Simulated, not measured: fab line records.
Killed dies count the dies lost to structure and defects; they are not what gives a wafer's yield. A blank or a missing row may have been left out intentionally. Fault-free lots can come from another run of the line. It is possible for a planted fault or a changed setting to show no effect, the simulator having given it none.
Which tool was responsible? :: flow n5 finfet :: 24 lots with 72 wafers sampled at 6 steps, on a route of 1938 steps

## WHAT EACH GAUGE READ, for each wafer
N5_BEOL_M11_INSPECT_58: inspects for defects (darkfield). Usual: 75 for raw defect count, sd 26.
lot: L076
measured: day 11 14:58
on: defect inspect-02
raw defect count: 47 59 76
flag: 

lot: L077
measured: day 11 22:37
on: defect inspect-02
raw defect count: 101 130 105
flag: 

lot: L075
measured: day 11 23:14
on: defect inspect-01
raw defect count: 139 68 85
flag: 

lot: L079
measured: day 12 16:05
on: defect inspect-02
raw defect count: 71 50 95
flag: 

lot: L078
measured: day 12 16:23
on: defect inspect-01
raw defect count: 56 64 66
flag: 

lot: L080
measured: day 12 19:44
on: defect inspect-02
raw defect count: 79 90 66
flag: 

lot: L081
measured: day 12 21:10
on: defect inspect-02
raw defect count: 50 94 83
flag: 

lot: L074
measured: day 12 21:47
on: defect inspect-01
raw defect count: 84 81 91
flag: 

lot: L082
measured: day 12 22:55
on: defect inspect-02
raw defect count: 62 70 131
flag: 

lot: L084
measured: day 13 14:25
on: defect inspect-01
raw defect count: 44 33 56
flag: 

lot: L083
measured: day 13 14:40
on: defect inspect-01
raw defect count: 61 73 69
flag: 

lot: L085
measured: day 13 17:05
on: defect inspect-02
raw defect count: 113 111 136
flag: 

lot: L086
measured: day 14 11:32
on: defect inspect-01
raw defect count: 88 63 60
flag: 

lot: L087
measured: day 15 05:07
on: defect inspect-02
raw defect count: 51 63 83
flag: 

lot: L088
measured: day 15 05:49
on: defect inspect-02
raw defect count: 90 80 78
flag: 

lot: L089
measured: day 15 12:16
on: defect inspect-01
raw defect count: 72 95 62
flag: 

lot: L091
measured: day 15 20:58
on: defect inspect-01
raw defect count: 62 66 73
flag: 

lot: L090
measured: day 15 23:14
on: defect inspect-02
raw defect count: 88 62 75
flag: 

lot: L092
measured: day 15 23:49
on: defect inspect-02
raw defect count: 27 24 27
flag: 

lot: L093
measured: day 16 17:25
on: defect inspect-01
raw defect count: 40 62 53
flag: 

lot: L094
measured: day 17 02:55
on: defect inspect-01
raw defect count: 73 72 83
flag: 

lot: L095
measured: day 17 03:01
on: defect inspect-02
raw defect count: 92 118 148
flag: 

lot: L096
measured: day 17 09:53
on: defect inspect-02
raw defect count: 75 51 97
flag: 

lot: L097
measured: day 17 10:18
on: defect inspect-01
raw defect count: 65 57 63
flag: 

N5_BEOL_M13_THK_MEAS_01. Usual: M13_ILD_THK gives 841 nm (standard deviation 11).
lot: L076
measured: day 11 20:14
on: film metro-01
M13_ILD_THK (nm): 828 834 839
flag: 

lot: L077
measured: day 12 04:02
on: film metro-01
M13_ILD_THK (nm): 840 841 853
flag: 

lot: L075
measured: day 12 04:26
on: film metro-02
M13_ILD_THK (nm): 832 833 849
flag: 

lot: L079
measured: day 12 22:58
on: film metro-02
M13_ILD_THK (nm): 832 841 834
flag: 

lot: L078
measured: day 12 23:37
on: film metro-01
M13_ILD_THK (nm): 831 844 848
flag: 

lot: L080
measured: day 13 02:52
on: film metro-02
M13_ILD_THK (nm): 847 828 848
flag: 

lot: L081
measured: day 13 03:13
on: film metro-02
M13_ILD_THK (nm): 839 820 852
flag: 

lot: L074
measured: day 13 10:57
on: film metro-01
M13_ILD_THK (nm): 815 844 847
flag: 

lot: L082
measured: day 13 12:11
on: film metro-02
M13_ILD_THK (nm): 829 839 846
flag: 

lot: L084
measured: day 13 20:49
on: film metro-02
M13_ILD_THK (nm): 849 841 853
flag: 

lot: L083
measured: day 13 20:58
on: film metro-01
M13_ILD_THK (nm): 829 824 845
flag: 

lot: L085
measured: day 13 21:59
on: film metro-01
M13_ILD_THK (nm): 830 839 851
flag: 

lot: L086
measured: day 14 16:01
on: film metro-02
M13_ILD_THK (nm): 817 835 842
flag: 

lot: L087
measured: day 15 11:38
on: film metro-02
M13_ILD_THK (nm): 841 834 861
flag: 

lot: L088
measured: day 15 11:52
on: film metro-01
M13_ILD_THK (nm): 844 826 863
flag: 

lot: L089
measured: day 15 18:16
on: film metro-01
M13_ILD_THK (nm): 840 833 851
flag: 

lot: L091
measured: day 16 04:23
on: film metro-01
M13_ILD_THK (nm): 838 846 862
flag: 

lot: L090
measured: day 16 04:44
on: film metro-02
M13_ILD_THK (nm): 838 838 859
flag: 

lot: L092
measured: day 16 08:11
on: film metro-02
M13_ILD_THK (nm): 841 843 850
flag: 

lot: L093
measured: day 16 21:37
on: film metro-02
M13_ILD_THK (nm): 855 845 838
flag: 

lot: L094
measured: day 17 09:32
on: film metro-01
M13_ILD_THK (nm): 836 837 831
flag: 

lot: L095
measured: day 17 09:49
on: film metro-01
M13_ILD_THK (nm): 830 824 840
flag: 

lot: L096
measured: day 17 14:14
on: film metro-02
M13_ILD_THK (nm): 822 837 846
flag: 

lot: L097
measured: day 17 14:39
on: film metro-01
M13_ILD_THK (nm): 840 843 834
flag: 

N5_BEOL_M13_OVL_MEAS_29. Usual: M13_OVL gives -1 nm (standard deviation 5.5).
lot: L076
measured: day 11 21:46
on: overlay-02
M13_OVL (nm): 4 5 -2
flag: 

lot: L077
measured: day 12 05:34
on: overlay-02
M13_OVL (nm): 7 7 2
flag: 

lot: L075
measured: day 12 05:58
on: overlay-01
M13_OVL (nm): -1 -6 -9
flag: 

lot: L079
measured: day 13 00:25
on: overlay-01
M13_OVL (nm): 2 8 5
flag: 

lot: L078
measured: day 13 00:53
on: overlay-02
M13_OVL (nm): 3 6 2
flag: 

lot: L080
measured: day 13 04:17
on: overlay-02
M13_OVL (nm): -11 -8 -6
flag: 

lot: L081
measured: day 13 04:38
on: overlay-01
M13_OVL (nm): -1 -9 -11
flag: 

lot: L074
measured: day 13 12:33
on: overlay-02
M13_OVL (nm): 14 4 2
flag: 

lot: L082
measured: day 13 13:36
on: overlay-01
M13_OVL (nm): 5 3 -3
flag: 

lot: L084
measured: day 13 22:05
on: overlay-01
M13_OVL (nm): -3 -11 -11
flag: 

lot: L083
measured: day 13 22:16
on: overlay-02
M13_OVL (nm): 0 -1 -2
flag: 

lot: L085
measured: day 14 00:32
on: overlay-02
M13_OVL (nm): -5 -8 -5
flag: 

lot: L086
measured: day 14 17:18
on: overlay-01
M13_OVL (nm): -1 0 5
flag: 

lot: L087
measured: day 15 13:02
on: overlay-02
M13_OVL (nm): 2 -10 -1
flag: 

lot: L088
measured: day 15 13:32
on: overlay-02
M13_OVL (nm): 8 8 8
flag: 

lot: L089
measured: day 15 19:59
on: overlay-02
M13_OVL (nm): -1 -1 8
flag: 

lot: L091
measured: day 16 05:47
on: overlay-02
M13_OVL (nm): -4 -7 -10
flag: 

lot: L090
measured: day 16 06:44
on: overlay-01
M13_OVL (nm): 5 4 1
flag: 

lot: L092
measured: day 16 09:35
on: overlay-01
M13_OVL (nm): -1 6 -3
flag: 

lot: L093
measured: day 16 22:53
on: overlay-02
M13_OVL (nm): -1 1 -14
flag: 

lot: L094
measured: day 17 10:56
on: overlay-01
M13_OVL (nm): 1 0 3
flag: 

lot: L095
measured: day 17 11:20
on: overlay-01
M13_OVL (nm): -3 -6 -5
flag: 

lot: L096
measured: day 17 15:31
on: overlay-02
M13_OVL (nm): -3 -1 -3
flag: 

lot: L097
measured: day 17 16:10
on: overlay-02
M13_OVL (nm): -2 3 -4
flag: 

## WHICH TOOL RAN EACH LOT (tool, then ch and the chambers of the sampled wafers, then the start)
lot: L076
N5_BEOL_M11_DEP_56: pecvd-03 ch 0,2, day 11 14:53
N5_BEOL_M12_STRIP_37: plasma asher-01 ch 0, day 11 17:25
N5_BEOL_M13_STRIP_64: plasma asher-02 ch 0,1, day 11 21:15

lot: L077
N5_BEOL_M11_DEP_56: pecvd-02 ch 0,1, day 11 22:32
N5_BEOL_M12_STRIP_37: plasma asher-01 ch 0,1, day 12 00:38
N5_BEOL_M13_STRIP_64: plasma asher-02 ch 0,1, day 12 04:56

lot: L075
N5_BEOL_M11_DEP_56: pecvd-02 ch 0,1,2, day 11 23:08
N5_BEOL_M12_STRIP_37: plasma asher-02 ch 0,1, day 12 01:16
N5_BEOL_M13_STRIP_64: plasma asher-01 ch 0,1, day 12 05:20

lot: L079
N5_BEOL_M11_DEP_56: pecvd-04 ch 0,2, day 12 16:00
N5_BEOL_M12_STRIP_37: plasma asher-02 ch 0,1, day 12 18:43
N5_BEOL_M13_STRIP_64: plasma asher-01 ch 0,1, day 12 23:47

lot: L078
N5_BEOL_M11_DEP_56: pecvd-03 ch 0,1,2, day 12 16:17
N5_BEOL_M12_STRIP_37: plasma asher-01 ch 0,1, day 12 18:50
N5_BEOL_M13_STRIP_64: plasma asher-02 ch 0,1, day 13 00:24

lot: L080
N5_BEOL_M11_DEP_56: pecvd-02 ch 0,1, day 12 19:38
N5_BEOL_M12_STRIP_37: plasma asher-01 ch 0,1, day 12 22:19
N5_BEOL_M13_STRIP_64: plasma asher-02 ch 0, day 13 03:46

lot: L081
N5_BEOL_M11_DEP_56: pecvd-04 ch 0,1,2, day 12 21:05
N5_BEOL_M12_STRIP_37: plasma asher-02 ch 0, day 12 23:34
N5_BEOL_M13_STRIP_64: plasma asher-02 ch 0,1, day 13 03:59

lot: L074
N5_BEOL_M11_DEP_56: pecvd-04 ch 1,2, day 12 21:41
N5_BEOL_M12_STRIP_37: plasma asher-01 ch 0,1, day 13 00:17
N5_BEOL_M13_STRIP_64: plasma asher-02 ch 0,1, day 13 11:53

lot: L082
N5_BEOL_M11_DEP_56: pecvd-02 ch 0,1,2, day 12 22:50
N5_BEOL_M12_STRIP_37: plasma asher-01 ch 0,1, day 13 01:43
N5_BEOL_M13_STRIP_64: plasma asher-01 ch 0,1, day 13 12:58

lot: L084
N5_BEOL_M11_DEP_56: pecvd-02 ch 1,2, day 13 14:20
N5_BEOL_M12_STRIP_37: plasma asher-01 ch 0,1, day 13 16:34
N5_BEOL_M13_STRIP_64: plasma asher-02 ch 0,1, day 13 21:35

lot: L083
N5_BEOL_M11_DEP_56: pecvd-02 ch 0,2, day 13 14:35
N5_BEOL_M12_STRIP_37: plasma asher-01 ch 0,1, day 13 17:20
N5_BEOL_M13_STRIP_64: plasma asher-01 ch 0,1, day 13 21:46

lot: L085
N5_BEOL_M11_DEP_56: pecvd-04 ch 1,2, day 13 17:00
N5_BEOL_M12_STRIP_37: plasma asher-02 ch 1, day 13 19:27
N5_BEOL_M13_STRIP_64: plasma asher-02 ch 0,1, day 14 00:02

lot: L086
N5_BEOL_M11_DEP_56: pecvd-02 ch 0,1,2, day 14 11:27
N5_BEOL_M12_STRIP_37: plasma asher-01 ch 0,1, day 14 13:39
N5_BEOL_M13_STRIP_64: plasma asher-02 ch 0,1, day 14 16:48

lot: L087
N5_BEOL_M11_DEP_56: pecvd-02 ch 0,2, day 15 05:01
N5_BEOL_M12_STRIP_37: plasma asher-01 ch 0,1, day 15 07:08
N5_BEOL_M13_STRIP_64: plasma asher-02 ch 1, day 15 12:32

lot: L088
N5_BEOL_M11_DEP_56: pecvd-02 ch 0,1, day 15 05:44
N5_BEOL_M12_STRIP_37: plasma asher-02 ch 0,1, day 15 08:05
N5_BEOL_M13_STRIP_64: plasma asher-01 ch 1, day 15 12:54

lot: L089
N5_BEOL_M11_DEP_56: pecvd-02 ch 1,2, day 15 12:11
N5_BEOL_M12_STRIP_37: plasma asher-02 ch 0,1, day 15 14:29
N5_BEOL_M13_STRIP_64: plasma asher-02 ch 0,1, day 15 19:29

lot: L091
N5_BEOL_M11_DEP_56: pecvd-04 ch 0,2, day 15 20:53
N5_BEOL_M12_STRIP_37: plasma asher-02 ch 0,1, day 15 23:24
N5_BEOL_M13_STRIP_64: plasma asher-02 ch 0,1, day 16 05:11

lot: L090
N5_BEOL_M11_DEP_56: pecvd-03 ch 0,2, day 15 23:09
N5_BEOL_M12_STRIP_37: plasma asher-02 ch 0,1, day 16 01:23
N5_BEOL_M13_STRIP_64: plasma asher-01 ch 0, day 16 06:07

lot: L092
N5_BEOL_M11_DEP_56: pecvd-04 ch 0,2, day 15 23:43
N5_BEOL_M12_STRIP_37: plasma asher-01 ch 0,1, day 16 01:58
N5_BEOL_M13_STRIP_64: plasma asher-02 ch 0,1, day 16 09:07

lot: L093
N5_BEOL_M11_DEP_56: pecvd-04 ch 0,2, day 16 17:20
N5_BEOL_M12_STRIP_37: plasma asher-01 ch 0,1, day 16 19:34
N5_BEOL_M13_STRIP_64: plasma asher-01 ch 0,1, day 16 22:23

lot: L094
N5_BEOL_M11_DEP_56: pecvd-02 ch 0,1,2, day 17 02:49
N5_BEOL_M12_STRIP_37: plasma asher-02 ch 0,1, day 17 05:31
N5_BEOL_M13_STRIP_64: plasma asher-02 ch 0,1, day 17 10:26

lot: L095
N5_BEOL_M11_DEP_56: pecvd-03 ch 0,1,2, day 17 02:55
N5_BEOL_M12_STRIP_37: plasma asher-02 ch 0,1, day 17 05:43
N5_BEOL_M13_STRIP_64: plasma asher-02 ch 0,1, day 17 10:42

lot: L096
N5_BEOL_M11_DEP_56: pecvd-03 ch 0,1,2, day 17 09:48
N5_BEOL_M12_STRIP_37: plasma asher-02 ch 0,1, day 17 11:56
N5_BEOL_M13_STRIP_64: plasma asher-01 ch 0,1, day 17 15:01

lot: L097
N5_BEOL_M11_DEP_56: pecvd-03 ch 0,1,2, day 17 10:13
N5_BEOL_M12_STRIP_37: plasma asher-01 ch 0,1, day 17 12:26
N5_BEOL_M13_STRIP_64: plasma asher-02 ch 0,1, day 17 15:32
- N5_BEOL_M11_DEP_56: deposits SiCN from 3MS/NH3, target thk 30 nm, time 10.5 s.
- N5_BEOL_M12_STRIP_37: strips in N2/H2.
- N5_BEOL_M13_STRIP_64: strips in N2/H2.

## AS READ BY THE TOOLS THEMSELVES (means over the sampled wafers that have a number; for cases with no such wafer, the mark the record gives instead)
N5_BEOL_M11_DEP_56. Usual: showerhead plenum p Torr 4.164 Torr, standard deviation 0.013; throttle valve pct 18.0 %, standard deviation 1.
lot: L076
tool: pecvd-03
showerhead plenum p Torr (Torr): 4.156
throttle valve pct (%): 16.9
flag: 

lot: L077
tool: pecvd-02
showerhead plenum p Torr (Torr): 4.161
throttle valve pct (%): 18.0
flag: 

lot: L075
tool: pecvd-02
showerhead plenum p Torr (Torr): 4.164
throttle valve pct (%): 17.7
flag: 

lot: L079
tool: pecvd-04
showerhead plenum p Torr (Torr): 4.153
throttle valve pct (%): 18.2
flag: 

lot: L078
tool: pecvd-03
showerhead plenum p Torr (Torr): 4.161
throttle valve pct (%): 17.2
flag: 

lot: L080
tool: pecvd-02
showerhead plenum p Torr (Torr): 4.162
throttle valve pct (%): 18.0
flag: 

lot: L081
tool: pecvd-04
showerhead plenum p Torr (Torr): 4.167
throttle valve pct (%): 19.4
flag: 

lot: L074
tool: pecvd-04
showerhead plenum p Torr (Torr): 4.187
throttle valve pct (%): 20.3
flag: 

lot: L082
tool: pecvd-02
showerhead plenum p Torr (Torr): 4.164
throttle valve pct (%): 17.7
flag: 

lot: L084
tool: pecvd-02
showerhead plenum p Torr (Torr): 4.163
throttle valve pct (%): 17.5
flag: 

lot: L083
tool: pecvd-02
showerhead plenum p Torr (Torr): 4.159
throttle valve pct (%): 17.5
flag: 

lot: L085
tool: pecvd-04
showerhead plenum p Torr (Torr): 4.191
throttle valve pct (%): 20.2
flag: 

lot: L086
tool: pecvd-02
showerhead plenum p Torr (Torr): 4.162
throttle valve pct (%): 17.7
flag: 

lot: L087
tool: pecvd-02
showerhead plenum p Torr (Torr): 4.166
throttle valve pct (%): 17.3
flag: 

lot: L088
tool: pecvd-02
showerhead plenum p Torr (Torr): 4.157
throttle valve pct (%): 17.8
flag: 

lot: L089
tool: pecvd-02
showerhead plenum p Torr (Torr): 4.164
throttle valve pct (%): 18.0
flag: 

lot: L091
tool: pecvd-04
showerhead plenum p Torr (Torr): 4.158
throttle valve pct (%): 18.4
flag: 

lot: L090
tool: pecvd-03
showerhead plenum p Torr (Torr): 4.166
throttle valve pct (%): 17.2
flag: 

lot: L092
tool: pecvd-04
showerhead plenum p Torr (Torr): 4.162
throttle valve pct (%): 18.5
flag: 

lot: L093
tool: pecvd-04
showerhead plenum p Torr (Torr): 4.154
throttle valve pct (%): 18.4
flag: 

lot: L094
tool: pecvd-02
showerhead plenum p Torr (Torr): 4.161
throttle valve pct (%): 17.6
flag: 

lot: L095
tool: pecvd-03
showerhead plenum p Torr (Torr): 4.160
throttle valve pct (%): 17.5
flag: 

lot: L096
tool: pecvd-03
showerhead plenum p Torr (Torr): 4.156
throttle valve pct (%): 17.5
flag: 

lot: L097
tool: pecvd-03
showerhead plenum p Torr (Torr): 4.168
throttle valve pct (%): 17.6
flag: 

N5_BEOL_M12_STRIP_37. Usual: drypump motor current A 5.8 A, standard deviation 0.4; heater power w 354 W, standard deviation 45; oes product au 0.788 a.u., standard deviation 0.0097.
lot: L076
tool: plasma asher-01
drypump motor current A (A): 5.7
heater power w (W): 289
oes product au (a.u.): 0.788
flag: 

lot: L077
tool: plasma asher-01
drypump motor current A (A): 5.8
heater power w (W): 306
oes product au (a.u.): 0.780
flag: 

lot: L075
tool: plasma asher-02
drypump motor current A (A): 5.6
heater power w (W): 397
oes product au (a.u.): 0.793
flag: 

lot: L079
tool: plasma asher-02
drypump motor current A (A): 5.9
heater power w (W): 400
oes product au (a.u.): 0.782
flag: 

lot: L078
tool: plasma asher-01
drypump motor current A (A): 5.9
heater power w (W): 327
oes product au (a.u.): 0.791
flag: 

lot: L080
tool: plasma asher-01
drypump motor current A (A): 5.9
heater power w (W): 325
oes product au (a.u.): 0.782
flag: 

lot: L081
tool: plasma asher-02
drypump motor current A (A): 6.3
heater power w (W): 399
oes product au (a.u.): 0.779
flag: 

lot: L074
tool: plasma asher-01
drypump motor current A (A): 5.8
heater power w (W): 312
oes product au (a.u.): 0.777
flag: 

lot: L082
tool: plasma asher-01
drypump motor current A (A): 5.8
heater power w (W): 307
oes product au (a.u.): 0.782
flag: 

lot: L084
tool: plasma asher-01
drypump motor current A (A): 5.8
heater power w (W): 309
oes product au (a.u.): 0.794
flag: 

lot: L083
tool: plasma asher-01
drypump motor current A (A): 5.8
heater power w (W): 304
oes product au (a.u.): 0.792
flag: 

lot: L085
tool: plasma asher-02
drypump motor current A (A): 5.2
heater power w (W): 392
oes product au (a.u.): 0.790
flag: 

lot: L086
tool: plasma asher-01
drypump motor current A (A): 5.9
heater power w (W): 325
oes product au (a.u.): 0.786
flag: 

lot: L087
tool: plasma asher-01
drypump motor current A (A): 5.9
heater power w (W): 327
oes product au (a.u.): 0.791
flag: 

lot: L088
tool: plasma asher-02
drypump motor current A (A): 5.9
heater power w (W): 407
oes product au (a.u.): 0.781
flag: 

lot: L089
tool: plasma asher-02
drypump motor current A (A): 5.9
heater power w (W): 398
oes product au (a.u.): 0.781
flag: 

lot: L091
tool: plasma asher-02
drypump motor current A (A): 5.9
heater power w (W): 402
oes product au (a.u.): 0.780
flag: 

lot: L090
tool: plasma asher-02
drypump motor current A (A): 5.9
heater power w (W): 399
oes product au (a.u.): 0.786
flag: 

lot: L092
tool: plasma asher-01
drypump motor current A (A): 5.8
heater power w (W): 309
oes product au (a.u.): 0.799
flag: 

lot: L093
tool: plasma asher-01
drypump motor current A (A): 5.9
heater power w (W): 324
oes product au (a.u.): 0.794
flag: 

lot: L094
tool: plasma asher-02
drypump motor current A (A): 5.6
heater power w (W): 393
oes product au (a.u.): 0.803
flag: 

lot: L095
tool: plasma asher-02
drypump motor current A (A): 5.6
heater power w (W): 392
oes product au (a.u.): 0.787
flag: 

lot: L096
tool: plasma asher-02
drypump motor current A (A): 5.6
heater power w (W): 399
oes product au (a.u.): 0.792
flag: 

lot: L097
tool: plasma asher-01
drypump motor current A (A): 5.9
heater power w (W): 328
oes product au (a.u.): 0.787
flag: 

N5_BEOL_M13_STRIP_64. Usual: drypump motor current A 5.8 A, standard deviation 0.47; heater power w 370 W, standard deviation 42; oes product au 0.714 a.u., standard deviation 0.0043; strip time to endpoint s 31.33 s, standard deviation 0.074.
lot: L076
tool: plasma asher-02
drypump motor current A (A): 5.6
heater power w (W): 393
oes product au (a.u.): 0.719
strip time to endpoint s (s): 31.38
flag: 

lot: L077
tool: plasma asher-02
drypump motor current A (A): 5.6
heater power w (W): 398
oes product au (a.u.): 0.716
strip time to endpoint s (s): 31.22
flag: 

lot: L075
tool: plasma asher-01
drypump motor current A (A): 5.8
heater power w (W): 310
oes product au (a.u.): 0.712
strip time to endpoint s (s): 31.24
flag: 

lot: L079
tool: plasma asher-01
drypump motor current A (A): 5.9
heater power w (W): 325
oes product au (a.u.): 0.711
strip time to endpoint s (s): 31.22
flag: 

lot: L078
tool: plasma asher-02
drypump motor current A (A): 5.6
heater power w (W): 398
oes product au (a.u.): 0.715
strip time to endpoint s (s): 31.25
flag: 

lot: L080
tool: plasma asher-02
drypump motor current A (A): 6.3
heater power w (W): 402
oes product au (a.u.): 0.713
strip time to endpoint s (s): 31.52
flag: 

lot: L081
tool: plasma asher-02
drypump motor current A (A): 5.9
heater power w (W): 400
oes product au (a.u.): 0.716
strip time to endpoint s (s): 31.30
flag: 

lot: L074
tool: plasma asher-02
drypump motor current A (A): 5.6
heater power w (W): 395
oes product au (a.u.): 0.717
strip time to endpoint s (s): 31.40
flag: 

lot: L082
tool: plasma asher-01
drypump motor current A (A): 5.8
heater power w (W): 312
oes product au (a.u.): 0.715
strip time to endpoint s (s): 31.25
flag: 

lot: L084
tool: plasma asher-02
drypump motor current A (A): 5.9
heater power w (W): 398
oes product au (a.u.): 0.715
strip time to endpoint s (s): 31.30
flag: 

lot: L083
tool: plasma asher-01
drypump motor current A (A): 5.8
heater power w (W): 305
oes product au (a.u.): 0.715
strip time to endpoint s (s): 31.37
flag: 

lot: L085
tool: plasma asher-02
drypump motor current A (A): 5.6
heater power w (W): 399
oes product au (a.u.): 0.716
strip time to endpoint s (s): 31.31
flag: 

lot: L086
tool: plasma asher-02
drypump motor current A (A): 6.0
heater power w (W): 396
oes product au (a.u.): 0.712
strip time to endpoint s (s): 31.35
flag: 

lot: L087
tool: plasma asher-02
drypump motor current A (A): 5.2
heater power w (W): 392
oes product au (a.u.): 0.714
strip time to endpoint s (s): 31.40
flag: 

lot: L088
tool: plasma asher-01
drypump motor current A (A): 6.0
heater power w (W): 340
oes product au (a.u.): 0.712
strip time to endpoint s (s): 31.25
flag: 

lot: L089
tool: plasma asher-02
drypump motor current A (A): 5.9
heater power w (W): 393
oes product au (a.u.): 0.711
strip time to endpoint s (s): 31.35
flag: 

lot: L091
tool: plasma asher-02
drypump motor current A (A): 5.6
heater power w (W): 391
oes product au (a.u.): 0.714
strip time to endpoint s (s): 31.37
flag: 

lot: L090
tool: plasma asher-01
drypump motor current A (A): 5.7
heater power w (W): 290
oes product au (a.u.): 0.718
strip time to endpoint s (s): 31.33
flag: 

lot: L092
tool: plasma asher-02
drypump motor current A (A): 5.9
heater power w (W): 397
oes product au (a.u.): 0.717
strip time to endpoint s (s): 31.34
flag: 

lot: L093
tool: plasma asher-01
drypump motor current A (A): 5.9
heater power w (W): 322
oes product au (a.u.): 0.711
strip time to endpoint s (s): 31.27
flag: 

lot: L094
tool: plasma asher-02
drypump motor current A (A): 5.9
heater power w (W): 395
oes product au (a.u.): 0.716
strip time to endpoint s (s): 31.27
flag: 

lot: L095
tool: plasma asher-02
drypump motor current A (A): 5.6
heater power w (W): 400
oes product au (a.u.): 0.716
strip time to endpoint s (s): 31.35
flag: 

lot: L096
tool: plasma asher-01
drypump motor current A (A): 5.9
heater power w (W): 321
oes product au (a.u.): 0.716
strip time to endpoint s (s): 31.38
flag: 

lot: L097
tool: plasma asher-02
drypump motor current A (A): 5.9
heater power w (W): 401
oes product au (a.u.): 0.716
strip time to endpoint s (s): 31.37
flag: 

## THE ANSWER, worked out from the rows above alone
Rule: a lot is off if the mean of its wafers that have a number lies more than 3 standard deviations from the usual mean. A lot without any number at a reading at which 4 lots or more have one is off too. The other lots that the step has rows for count as sound. Order of review: gauges by route order, followed by the tools' own readings, for which a lot's mean as printed above is used. The first step at which some lot is off is used, and at that step the reading that is off furthest; a lot without a number counts as furthest.
No lot is off at any reading shown: from this, nothing can be told.

## WHAT THE SIMULATOR HAD INSERTED
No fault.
